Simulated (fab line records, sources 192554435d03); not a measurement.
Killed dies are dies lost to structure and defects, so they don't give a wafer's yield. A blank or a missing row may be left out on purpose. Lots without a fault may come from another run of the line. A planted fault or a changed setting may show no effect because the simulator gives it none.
fab line records | flow n5_finfet
record lots=7 wafers=21
route steps=1938 shown BEOL_M5@1129 BEOL_M6@1194 BEOL_M8@1332 BEOL_M10@1486 BEOL_M11@1539
start_h: hours from the record's first day to the start of the lot's first wafer shown | wait_h: hours since the lot's step before | " the same as in the row above | L1.1+2: a row that stands for several wafers | - no value, or no start given | * or withheld: withheld | < > ~ a bound
route shown NAME@n: a module of which the file shows steps, and the number in the route of the first | usual: mean/standard deviation of fault-free wafers | same: alike in all rows | chamber/n: place in a boat | sites: the reading at each site | _std_site: their standard deviation | _edge_site: outer sites' mean less inner sites' | radius_mm: how far each site lies from the wafer's centre | mask NAME#n: copy n | behind: the tool/chamber that last shaped the wafer | hold: why the lot was held/for how many hours/how that ended | device: the transistor (n, p or np) that didn't switch | end of line: the same wafers' tests at the end of the route | a step without rows: its recipe alone | killed: dies lost to structure and defects at the first sort, not the wafer's yield | map: a wafer's dies, x killed, . not, _ none there
set.NAME: the setting as run; set.NAME@STEP: as run at that earlier step | model.NAME: the simulator's own value behind a step, which no gauge read
lots whose settings were changed on purpose; a table a step, a row a wafer
## steps
# step N5_BEOL_M5_DESCUM_16
# recipe chemistry=O2 time_s=7 source_power_w=50 bias_power_w=20 pressure_mtorr=20 rf_frequency_hz=2.712e+07 temp_c=40 resist=CAR-EUV o2_flow_sccm=225
# columns lot.wafer tool chamber start_h wait_h set.time_s set.spin_rpm@BEOL_M5_COAT_05 model.CAR-EUV_of_BEOL_M5_COAT_05.thk_nm
L075.1 rie_diel-06 3 188.57 0.0 7 1500 26
L075.4 " 3 " " 7 1415 26.8
L075.5 " 1 " " 7.543 1500 25.6
L076.1 rie_diel-06 1 198.79 1.3 7 1555 25.4
L076.2 " 3 " " 8.333 1555 25
L076.5 " 0 " " 8.333 1500 25.4
L081.1 rie_diel-03 2 216.27 0.1 6.452 1500 26.2
L081.2 " 1 " " 7 1500 25.8
L081.4 " 0 " " 6.452 1500 26.4
L086.2+4 rie_diel-03 1,2 250.97 0.0 8.385 1500 25.4
L086.3 " 3 " " 7 1500 26.2
L085.1 rie_diel-06 3 253.90 0.6 5.942 1500 26.4
L085.4 " 2 " " 7 1380 27.2
L085.5 " 2 " " 5.942 1380 27.8
L088.2+4+5 rie_diel-06 0,2,2 269.12 0.1 7 1500 26
L095.4+5+6 rie_diel-06 2,0,3 311.88 0.0 7 1666 24.6
# step N5_BEOL_M6_ILD_DEP_00
# recipe material=SiCOH_lowk target_thk_a=1797.5 temp_c=300 precursor=DEMS/porogen pressure_torr=5 rf_w=500 time_s=33.4
# columns lot.wafer tool chamber start_h wait_h set.time_s model.SiCOH_lowk_of_BEOL_M6_ILD_DEP_00.thk_nm
L075.1 pecvd-04 2 196.77 0.0 28.74 159.6
L075.4 " 2 " " 33.4 184.2
L075.5 " 0 " " 28.74 158.6
L076.1 pecvd-04 1 208.66 0.0 33.4 178.6
L076.2 " 0 " " 33.4 180.2
L076.5 " 0 " " 33.4 181
L081.1 pecvd-01 2 225.83 0.0 33.4 176.4
L081.2 " 1 " " 33.4 178
L081.4 " 2 " " 33.4 179.4
L086.2 pecvd-01 0 261.60 0.0 30.62 165.6
L086.3 " 2 " " 30.62 163.8
L086.4 " 1 " " 33.4 184.8
L085.1 pecvd-03 1 263.53 0.0 29.75 154.8
L085.4 " 2 " " 33.4 176.2
L085.5 " 0 " " 33.4 177
L088.2 pecvd-03 2 279.61 0.0 33.4 176.2
L088.4 " 1 " " 33.4 179.6
L088.5 " 2 " " 33.4 178.4
L095.4 pecvd-01 0 322.60 0.1 33.4 183.4
L095.5+6 " 2,1 " " 33.4 183.8
# step N5_BEOL_M6_CURE_74
# recipe temp_c=385 time_s=240 ambient=He/Ar material=SiCOH_lowk
# columns lot.wafer tool chamber start_h wait_h set.time_s@BEOL_M6_ILD_DEP_00 model.SiCOH_lowk_of_BEOL_M6_ILD_DEP_00.thk_nm
L075.1 uv_cure-02 2 196.84 0.0 28.74 137.4
L075.4 " 2 " " 33.4 159
L075.5 " 2 " " 28.74 136.6
L076.1 uv_cure-03 0 208.75 0.1 33.4 154
L076.2 " 0 " " 33.4 155.4
L076.5 " 0 " " 33.4 156
L081.1 uv_cure-03 1 225.89 0.0 33.4 152
L081.2 " 1 " " 33.4 153.4
L081.4 " 1 " " 33.4 154.6
L086.2 uv_cure-03 2 261.74 0.1 30.62 142.6
L086.3 " 2 " " 30.62 141.2
L086.4 " 2 " " 33.4 159.4
L085.1 uv_cure-01 1 263.59 0.0 29.75 133.2
L085.4 " 1 " " 33.4 151.8
L085.5 " 1 " " 33.4 152.6
L088.2 uv_cure-01 0 279.75 0.1 33.4 151.8
L088.4 " 0 " " 33.4 154.8
L088.5 " 0 " " 33.4 153.8
L095.4 uv_cure-03 2 323.43 0.8 33.4 158.2
L095.5 " 2 " " 33.4 158.4
L095.6 " 2 " " 33.4 158.6
# step N5_BEOL_M6_THK_MEAS_01
# recipe reads=SiCOH_lowk_of_BEOL_M6_ILD_DEP_00
# usual M6_ILD_THK=154.8/2.4
# columns lot.wafer tool chamber start_h wait_h set.time_s@BEOL_M6_ILD_DEP_00 M6_ILD_THK[nm]
L075.1 film_metro-01 - 197.35 0.4 28.74 137.4
L075.4 " - " " 33.4 159.0
L075.5 " - " " 28.74 136.5
L076.1 film_metro-01 - 209.26 0.4 33.4 153.9
L076.2 " - " " 33.4 155.5
L076.5 " - " " 33.4 156.0
L081.1 film_metro-01 - 226.40 0.4 33.4 152.1
L081.2 " - " " 33.4 153.3
L081.4 " - " " 33.4 154.8
L086.2 film_metro-01 - 262.18 0.4 30.62 142.7
L086.3 " - " " 30.62 141.2
L086.4 " - " " 33.4 159.5
L085.1 film_metro-01 - 264.11 0.4 29.75 133.4
L085.4 " - " " 33.4 151.8
L085.5 " - " " 33.4 152.5
L088.2 film_metro-01 - 280.19 0.4 33.4 151.9
L088.4 " - " " 33.4 154.8
L088.5 " - " " 33.4 153.8
L095.4 film_metro-02 - 323.70 0.2 33.4 158.1
L095.5 " - " " 33.4 158.5
L095.6 " - " " 33.4 158.5
# step N5_BEOL_M6_EXPOSE_08
# recipe mask_id=M6 na=1.35 source_shape=dipole sigma_inner=0.817 sigma_outer=0.97 polarization=te dose_mj=68.25
# columns lot.wafer tool chamber start_h wait_h mask set.dose_mj
L075.1+4+5 arfi_scanner-01 0 198.48 - M6#0 68.25
L076.1 arfi_scanner-03 0 210.10 - M6#0 69.59
L076.2+5 " 0 " " M6#0 68.25
L081.1 arfi_scanner-03 0 227.65 - M6#0 68.25
L081.2+4 " 0 " " M6#0 63.84
L086.2 arfi_scanner-03 0 263.14 - M6#0 68.25
L086.3+4 " 0 " " M6#0 70.26
L085.1+4+5 arfi_scanner-03 0 265.66 - M6#0 68.25
L088.2+4+5 arfi_scanner-03 0 281.58 - M6#0 68.25
L095.4+6 arfi_scanner-01 0 324.65 - M6#0 64.68
L095.5 " 0 " " M6#0 68.25
# step N5_BEOL_M6_PEB_09
# recipe peb_temp_c=withheld peb_time_s=60 resist=CAR-ArF
# step N5_BEOL_M6_DEVELOP_10
# recipe develop_time_s=30 developer=TMAH resist=CAR-ArF rinse_liquid=diw dry=air_spin dev_temp_c=23
# step N5_BEOL_M6_CD_MEAS_11
# recipe target_cd_nm=38.5 landing_energy_ev=500 detector=se_inlens polarity=opening
# usual cd_nm=38.1/0.54
# columns lot.wafer tool chamber start_h wait_h set.dose_mj@BEOL_M6_EXPOSE_08 cd_nm
L075.1 cd_sem-01 0 198.61 - 68.25 38.5
L075.4 " 0 " " 68.25 38.1
L075.5 " 0 " " 68.25 38.5
L076.1 cd_sem-03 0 210.23 - 69.59 38.4
L076.2 " 0 " " 68.25 37.1
L076.5 " 0 " " 68.25 37.4
L081.1 cd_sem-02 0 227.78 - 68.25 38.1
L081.2 " 0 " " 63.84 34.7
L081.4 " 0 " " 63.84 33.7
L086.2 cd_sem-01 0 263.26 - 68.25 38.2
L086.3 " 0 " " 70.26 39.1
L086.4 " 0 " " 70.26 40.3
L085.1 cd_sem-01 0 265.79 - 68.25 38.7
L085.4 " 0 " " 68.25 38.4
L085.5 " 0 " " 68.25 37.8
L088.2 cd_sem-01 0 281.71 - 68.25 37.6
L088.4 " 0 " " 68.25 36.9
L088.5 " 0 " " 68.25 37.6
L095.4 cd_sem-03 0 324.77 - 64.68 34.9
L095.5 " 0 " " 68.25 38.0
L095.6 " 0 " " 64.68 34.6
# step N5_BEOL_M6_DESCUM_16
# recipe chemistry=O2 time_s=7.9 source_power_w=50 bias_power_w=20 pressure_mtorr=20 rf_frequency_hz=2.712e+07 temp_c=40 resist=CAR-ArF o2_flow_sccm=225
# step N5_BEOL_M6_ETCH_61
# recipe chemistry=CF4 target=SiARC target_depth_a=455 mask_material=CAR-ArF time_s=75.8 ion_energy_ev=80 pressure_mtorr=40 source_w=545 bias_w=36 Ar_flow_sccm=100 cf4_flow_sccm=100 ends=cleared
# columns lot.wafer tool chamber start_h wait_h set.dose_mj@BEOL_M6_EXPOSE_08 model.BEOL_M6.cd_offset_nm
L075.1 rie_diel-02 2 198.73 0.0 68.25 -0.2
L075.4+5 " 0,1 " " 68.25 -0.6
L076.1 rie_diel-04 1 210.35 0.0 69.59 -0.4
L076.2 " 2 " " 68.25 -1
L076.5 " 1 " " 68.25 -1.2
L081.1 rie_diel-02 1 227.90 0.0 68.25 -0.6
L081.2 " 3 " " 63.84 -3.4
L081.4 " 0 " " 63.84 -5
L086.2 rie_diel-02 2 263.38 0.0 68.25 -0.4
L086.3 " 1 " " 70.26 1
L086.4 " 0 " " 70.26 2
L085.1 rie_diel-01 2 266.24 0.0 68.25 1
L085.4 " 0 " " 68.25 0.2
L085.5 " 0 " " 68.25 -0.2
L088.2 rie_diel-04 3 281.83 0.0 68.25 -1
L088.4 " 0 " " 68.25 -1.2
L088.5 " 0 " " 68.25 -1.4
L095.4 rie_diel-02 0 324.88 0.0 64.68 -4.2
L095.5 " 3 " " 68.25 -0.2
L095.6 " 2 " " 64.68 -4
# step N5_BEOL_M6_ETCH_62
# recipe chemistry=N2/H2 target=SOC target_depth_a=1100 overetch_a=220 mask_material=SiARC temp_c=40 time_s=165 ion_energy_ev=200 pressure_mtorr=30 source_w=840 bias_w=150 n2_flow_sccm=200 h2_flow_sccm=200
# columns lot.wafer tool chamber start_h wait_h set.dose_mj@BEOL_M6_EXPOSE_08 model.BEOL_M6.cd_offset_nm
L075.1+4 rie_diel-02 2,0 198.79 0.0 68.25 -0.6
L075.5 " 1 " " 68.25 -1
L076.1 rie_diel-04 1 210.41 0.0 69.59 -0.8
L076.2 " 2 " " 68.25 -0.6
L076.5 " 1 " " 68.25 -1.6
L081.1 rie_diel-02 1 227.96 0.0 68.25 -0.8
L081.2 " 3 " " 63.84 -3
L081.4 " 0 " " 63.84 -4.6
L086.2 rie_diel-02 2 263.44 0.0 68.25 -0.6
L086.3 " 1 " " 70.26 0.6
L086.4 " 0 " " 70.26 1.8
L085.1 rie_diel-01 2 266.29 0.0 68.25 1.4
L085.4 " 0 " " 68.25 0.2
L085.5 " 0 " " 68.25 -0.4
L088.2+4 rie_diel-04 3,0 281.89 0.0 68.25 -1
L088.5 " 0 " " 68.25 -1.4
L095.4 rie_diel-02 0 324.94 0.0 64.68 -4
L095.5 " 3 " " 68.25 -0.4
L095.6 " 2 " " 64.68 -4.2
# step N5_BEOL_M6_STRIP_68
# recipe chemistry=N2/H2 temp_c=40 n2_flow_sccm=200 h2_flow_sccm=200 rf_frequency_hz=6e+07
# step N5_BEOL_M6_STRIP_67
# recipe chemistry=CF4 resist=SiARC power_w=300 bias_power_w=75 pressure_mtorr=50 cf4_flow_sccm=150 rf_frequency_hz=6e+07
# step N5_BEOL_M6_HM_OPEN_17
# recipe chemistry=Cl2/BCl3 target_depth_a=200 overetch_a=60 target=TiN mask_material=SOC ion_energy_ev=150 pressure_mtorr=10 icp_w=1000 bias_w=126 Cl2_flow_sccm=53.25 bcl3_flow_sccm=21.75 Ar_flow_sccm=25
# columns lot.wafer tool chamber start_h wait_h set.dose_mj@BEOL_M6_EXPOSE_08 model.BEOL_M6.cd_offset_nm
L075.1+4 rie_metal-03 0 198.97 0.0 68.25 -0.8
L075.5 " 0 " " 68.25 -1.4
L076.1 rie_metal-02 0 210.60 0.0 69.59 -1
L076.2 " 1 " " 68.25 -0.8
L076.5 " 1 " " 68.25 -1.6
L081.1 rie_metal-01 0 228.20 0.1 68.25 -0.8
L081.2 " 1 " " 63.84 -3
L081.4 " 0 " " 63.84 -4.6
L086.2 rie_metal-02 0 263.62 0.0 68.25 -0.8
L086.3 " 0 " " 70.26 0.6
L086.4 " 1 " " 70.26 1.8
L085.1 rie_metal-03 0 266.48 0.0 68.25 1.4
L085.4 " 0 " " 68.25 0.2
L085.5 " 1 " " 68.25 -0.4
L088.2+4 rie_metal-03 0 282.07 0.0 68.25 -1
L088.5 " 1 " " 68.25 -1.6
L095.4+6 rie_metal-03 0 325.16 0.1 64.68 -4.2
L095.5 " 1 " " 68.25 -0.4
# step N5_BEOL_M6_STRIP_19
# recipe chemistry=O2 power_w=400 temp_c=40 pressure_mtorr=30 rf_frequency_hz=6e+07 bias_power_w=0 overash_fraction=0.2 o2_flow_sccm=225
# step N5_BEOL_M6_CD_MEAS_18
# recipe pitch_nm=80 target_cd_nm=40
# usual cd_nm=39.6/0.77
# columns lot.wafer tool chamber start_h wait_h set.dose_mj@BEOL_M6_EXPOSE_08 cd_nm
L075.1 cd_sem-03 - 199.15 0.0 68.25 39.4
L075.4 " - " " 68.25 39.1
L075.5 " - " " 68.25 38.8
L076.1 cd_sem-03 - 210.78 0.0 69.59 39.2
L076.2 " - " " 68.25 39.0
L076.5 " - " " 68.25 38.2
L081.1 cd_sem-02 - 228.38 0.0 68.25 39.3
L081.2 " - " " 63.84 37.1
L081.4 " - " " 63.84 35.2
L086.2 cd_sem-01 - 263.81 0.1 68.25 39.3
L086.3 " - " " 70.26 40.8
L086.4 " - " " 70.26 41.9
L085.1 cd_sem-02 - 266.71 0.0 68.25 41.2
L085.4 " - " " 68.25 40.0
L085.5 " - " " 68.25 39.8
L088.2 cd_sem-01 - 282.38 0.1 68.25 39.0
L088.4 " - " " 68.25 39.3
L088.5 " - " " 68.25 38.6
L095.4 cd_sem-01 - 325.31 0.1 64.68 35.9
L095.5 " - " " 68.25 39.6
L095.6 " - " " 64.68 35.4
# step N5_BEOL_M6_COAT_22
# recipe resist=CAR-EUV spin_rpm=1500 resist_thk_nm=30
# columns lot.wafer tool chamber start_h wait_h set.spin_rpm model.CAR-EUV_of_BEOL_M6_COAT_22.thk_nm
L075.1+4+5 litho_track-01 0 - - 1500 30.2
L076.1+2 litho_track-01 0 - - 1500 30
L076.5 " 0 " " 1550 29.6
L081.1+2 litho_track-02 0 - - 1500 30
L081.4 " 0 " " 1339 31.6
L086.2+3+4 litho_track-02 0 - - 1391 31.2
L085.1 litho_track-02 0 - - 1364 31.6
L085.4+5 " 0 " " 1364 31.4
L088.2+4+5 litho_track-01 0 - - 1500 30
L095.4 litho_track-02 0 - - 1500 30
L095.5+6 " 0 " " 1626 28.8
# step N5_BEOL_M6_EBR_24
# recipe solvent=PGMEA ebr_width_mm=1.5
# step N5_BEOL_M6_SOFTBAKE_23
# recipe temp_c=110 time_s=60 resist=CAR-EUV
# step N5_BEOL_M6_EXPOSE_25
# recipe mask_id=V5 na=0.33 source_shape=annular sigma_inner=0.4 sigma_outer=0.8 polarization=unpolarized target_cd_nm=40 dose_mj=45
# step N5_BEOL_M6_PEB_26
# recipe peb_temp_c=100 peb_time_s=60 resist=CAR-EUV
# step N5_BEOL_M6_DEVELOP_27
# recipe develop_time_s=30 developer=TMAH resist=CAR-EUV rinse_liquid=surfactant_rinse dry=air_spin dev_temp_c=23
# columns lot.wafer tool chamber start_h wait_h set.spin_rpm@BEOL_M6_COAT_22 model.CAR-EUV_of_BEOL_M6_COAT_22.thk_nm
L075.1+4+5 litho_track-01 0 - - 1500 29.8
L076.1+2 litho_track-02 0 - - 1500 29.6
L076.5 " 0 " " 1550 29.2
L081.1 litho_track-03 0 - - 1500 29.4
L081.2 " 0 " " 1500 29.6
L081.4 " 0 " " 1339 31.2
L086.2+4 litho_track-01 0 - - 1391 30.8
L086.3 " 0 " " 1391 30.6
L085.1+4+5 litho_track-03 0 - - 1364 31
L088.2 litho_track-01 0 - - 1500 29.4
L088.4+5 " 0 " " 1500 29.6
L095.4 litho_track-02 0 - - 1500 29.4
L095.5 " 0 " " 1626 28.2
L095.6 " 0 " " 1626 28.4
# step N5_BEOL_M8_ILD_DEP_00
# recipe material=SiCOH_lowk target_thk_a=1797.5 temp_c=300 precursor=DEMS/porogen pressure_torr=5 rf_w=500 time_s=33.4
# columns lot.wafer tool chamber start_h wait_h set.time_s model.SiCOH_lowk_of_BEOL_M8_ILD_DEP_00.thk_nm
L075.1 pecvd-04 1 214.36 0.0 33.4 176.4
L075.4 " 0 " " 33.4 178.8
L075.5 " 1 " " 33.4 176.8
L076.1 pecvd-04 0 221.51 0.0 33.4 174.8
L076.2 " 1 " " 33.4 178.2
L076.5 " 0 " " 33.4 179.8
L081.1 pecvd-04 0 242.74 0.0 33.4 176.2
L081.2 " 1 " " 33.4 179.2
L081.4 " 1 " " 33.4 182.4
L086.2 pecvd-04 0 274.56 0.0 33.4 176.2
L086.3 " 2 " " 33.4 178.6
L086.4 " 1 " " 33.4 181.4
L085.1 pecvd-03 2 280.35 0.0 38.21 203
L085.4 " 1 " " 38.21 210
L085.5 " 0 " " 33.4 179.8
L088.2 pecvd-02 1 295.57 0.0 33.4 182.4
L088.4 " 2 " " 33.4 182.2
L088.5 " 0 " " 33.4 183.4
L095.4 pecvd-04 0 343.32 0.1 33.4 181
L095.5 " 1 " " 33.4 184.4
L095.6 " 2 " " 28.78 159
# step N5_BEOL_M8_CURE_74
# recipe temp_c=385 time_s=240 ambient=He/Ar material=SiCOH_lowk
# columns lot.wafer tool chamber start_h wait_h set.time_s@BEOL_M8_ILD_DEP_00 model.SiCOH_lowk_of_BEOL_M8_ILD_DEP_00.thk_nm
L075.1 uv_cure-03 2 214.45 0.1 33.4 152.2
L075.4 " 2 " " 33.4 154.2
L075.5 " 2 " " 33.4 152.4
L076.1 uv_cure-03 1 221.60 0.1 33.4 150.6
L076.2 " 1 " " 33.4 153.6
L076.5 " 1 " " 33.4 155
L081.1 uv_cure-03 0 242.80 0.0 33.4 151.8
L081.2 " 0 " " 33.4 154.4
L081.4 " 0 " " 33.4 157.2
L086.2 uv_cure-03 0 274.70 0.1 33.4 152
L086.3 " 0 " " 33.4 154
L086.4 " 0 " " 33.4 156.4
L085.1 uv_cure-01 2 280.42 0.0 38.21 175.4
L085.4 " 2 " " 38.21 181.4
L085.5 " 2 " " 33.4 155
L088.2 uv_cure-03 0 295.71 0.1 33.4 157.2
L088.4 " 0 " " 33.4 157
L088.5 " 0 " " 33.4 158.2
L095.4 uv_cure-02 0 343.90 0.6 33.4 156.2
L095.5 " 0 " " 33.4 159.2
L095.6 " 0 " " 28.78 137
# step N5_BEOL_M8_THK_MEAS_01
# recipe reads=SiCOH_lowk_of_BEOL_M8_ILD_DEP_00
# usual M8_ILD_THK=155.5/2
# columns lot.wafer tool chamber start_h wait_h set.time_s@BEOL_M8_ILD_DEP_00 M8_ILD_THK[nm]
L075.1 film_metro-02 - 214.96 0.4 33.4 152.0
L075.4 " - " " 33.4 154.4
L075.5 " - " " 33.4 152.5
L076.1 film_metro-01 - 222.11 0.4 33.4 150.7
L076.2 " - " " 33.4 153.5
L076.5 " - " " 33.4 155.1
L081.1 film_metro-01 - 243.31 0.4 33.4 151.8
L081.2 " - " " 33.4 154.4
L081.4 " - " " 33.4 157.4
L086.2 film_metro-02 - 275.13 0.4 33.4 152.0
L086.3 " - " " 33.4 153.9
L086.4 " - " " 33.4 156.4
L085.1 film_metro-02 - 280.93 0.4 38.21 175.2
L085.4 " - " " 38.21 181.6
L085.5 " - " " 33.4 155.0
L088.2 film_metro-01 - 296.14 0.4 33.4 157.3
L088.4 " - " " 33.4 157.1
L088.5 " - " " 33.4 158.0
L095.4 film_metro-02 - 344.41 0.4 33.4 156.0
L095.5 " - " " 33.4 159.2
L095.6 " - " " 28.78 136.9
# step N5_BEOL_M10_DESCUM_16
# recipe chemistry=O2 time_s=7.9 source_power_w=50 bias_power_w=20 pressure_mtorr=20 rf_frequency_hz=2.712e+07 temp_c=40 resist=CAR-ArF o2_flow_sccm=225
# columns lot.wafer tool chamber start_h wait_h set.time_s model.CAR-ArF_of_BEOL_M10_COAT_05.thk_nm
L075.1 rie_diel-04 0 231.62 0.5 7.9 83.6
L075.4 " 3 " " 7.9 83.4
L075.5 " 0 " " 7.9 83.2
L076.1 rie_diel-02 1 237.56 0.0 7.9 83.4
L076.2 " 3 " " 9.306 82.4
L076.5 " 3 " " 7.9 83.2
L081.1 rie_diel-02 1 266.94 0.3 6.973 84
L081.2 " 2 " " 7.9 83.2
L081.4 " 0 " " 6.973 83.8
L086.2 rie_diel-02 3 293.64 0.2 7.113 83.6
L086.3 " 0 " " 7.113 83.4
L086.4 " 1 " " 7.9 83
L085.1+4 rie_diel-02 3,0 298.47 0.0 7.9 83.4
L085.5 " 1 " " 7.204 83.6
L088.2 rie_diel-01 1 319.08 0.2 7.9 83.2
L088.4+5 " 3 " " 7.9 83.4
L095.4+6 rie_diel-02 1 369.53 0.1 7.9 83.4
L095.5 " 2 " " 8.535 83
# step N5_BEOL_M11_PECVD_70
# recipe material=SiO2 target_thk_a=200 temp_c=400 precursor=TEOS/O2 pressure_torr=5.5 rf_w=450 teos_flow_sccm=53.8 gas=O2 flow_sccm=3000 time_s=22.7
# columns lot.wafer tool chamber start_h wait_h set.time_s model.SiO2_of_BEOL_M11_PECVD_70.thk_nm
L075.1 pecvd-01 0 236.59 0.0 22.7 19.8
L075.4 " 0 " " 22.7 20.4
L075.5 " 1 " " 22.7 20.2
L076.1 pecvd-01 0 245.37 0.0 20.64 17.8
L076.2 " 1 " " 20.64 18
L076.5 " 0 " " 22.7 20.2
L081.1+2 pecvd-03 0,1 273.68 0.0 22.7 20
L081.4 " 0 " " 22.7 20.4
L086.2 pecvd-01 0 299.52 0.0 22.7 19.8
L086.3 " 1 " " 20.99 18.4
L086.4 " 1 " " 22.7 20.4
L085.1 pecvd-01 1 306.92 0.0 20.13 17.8
L085.4 " 2 " " 22.7 20.4
L085.5 " 0 " " 22.7 20.6
L088.2 pecvd-01 0 330.92 0.0 22.7 20.2
L088.4 " 0 " " 22.7 20.6
L088.5 " 2 " " 22.7 20.4
L095.4+5 pecvd-01 1,0 381.12 0.1 22.7 20.6
L095.6 " 2 " " 22.7 20.2
## key
split step=N5_BEOL_M5_DESCUM_16 setting=time_s stated=7 by=wafer
response step=N5_BEOL_M5_DESCUM_16 reading=model.CAR-EUV_of_BEOL_M5_COAT_05.thk_nm slope=-0.0364 per=1% together_with=spin_rpm@BEOL_M5_COAT_05 explained=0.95
split step=N5_BEOL_M6_ILD_DEP_00 setting=time_s stated=33.4 by=wafer
response step=N5_BEOL_M6_ILD_DEP_00 reading=model.SiCOH_lowk_of_BEOL_M6_ILD_DEP_00.thk_nm change=+1.97 per=1% r=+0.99
response step=N5_BEOL_M6_CURE_74 reading=model.SiCOH_lowk_of_BEOL_M6_ILD_DEP_00.thk_nm change=+1.72 per=1% r=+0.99
response step=N5_BEOL_M6_THK_MEAS_01 reading=M6_ILD_THK change=+1.72 per=1% r=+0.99
split step=N5_BEOL_M6_EXPOSE_08 setting=dose_mj stated=68.25 by=wafer
response step=N5_BEOL_M6_CD_MEAS_11 reading=cd_nm change=+0.607 per=1% r=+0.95
response step=N5_BEOL_M6_ETCH_61 reading=model.BEOL_M6.cd_offset_nm change=+0.62 per=1% r=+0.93
response step=N5_BEOL_M6_ETCH_62 reading=model.BEOL_M6.cd_offset_nm change=+0.547 per=1% r=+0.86
response step=N5_BEOL_M6_HM_OPEN_17 reading=model.BEOL_M6.cd_offset_nm change=+0.558 per=1% r=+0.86
response step=N5_BEOL_M6_CD_MEAS_18 reading=cd_nm change=+0.595 per=1% r=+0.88
split step=N5_BEOL_M6_COAT_22 setting=spin_rpm stated=1500 by=wafer
response step=N5_BEOL_M6_COAT_22 reading=model.CAR-EUV_of_BEOL_M6_COAT_22.thk_nm change=-0.145 per=1% r=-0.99
response step=N5_BEOL_M6_DEVELOP_27 reading=model.CAR-EUV_of_BEOL_M6_COAT_22.thk_nm change=-0.146 per=1% r=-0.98
split step=N5_BEOL_M8_ILD_DEP_00 setting=time_s stated=33.4 by=wafer
response step=N5_BEOL_M8_ILD_DEP_00 reading=model.SiCOH_lowk_of_BEOL_M8_ILD_DEP_00.thk_nm change=+1.79 per=1% r=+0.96
response step=N5_BEOL_M8_CURE_74 reading=model.SiCOH_lowk_of_BEOL_M8_ILD_DEP_00.thk_nm change=+1.56 per=1% r=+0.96
response step=N5_BEOL_M8_THK_MEAS_01 reading=M8_ILD_THK change=+1.56 per=1% r=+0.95
split step=N5_BEOL_M10_DESCUM_16 setting=time_s stated=7.9 by=wafer
response step=N5_BEOL_M10_DESCUM_16 reading=model.CAR-ArF_of_BEOL_M10_COAT_05.thk_nm change=-0.0491 per=1% r=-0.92
split step=N5_BEOL_M11_PECVD_70 setting=time_s stated=22.7 by=wafer
response step=N5_BEOL_M11_PECVD_70 reading=model.SiO2_of_BEOL_M11_PECVD_70.thk_nm change=+0.24 per=1% r=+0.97
split outside_this_file step=N5_BEOL_M5_COAT_05 setting=spin_rpm
# split outside_this_file: this setting was split too, and the file shows its column; the key of that split is in another file
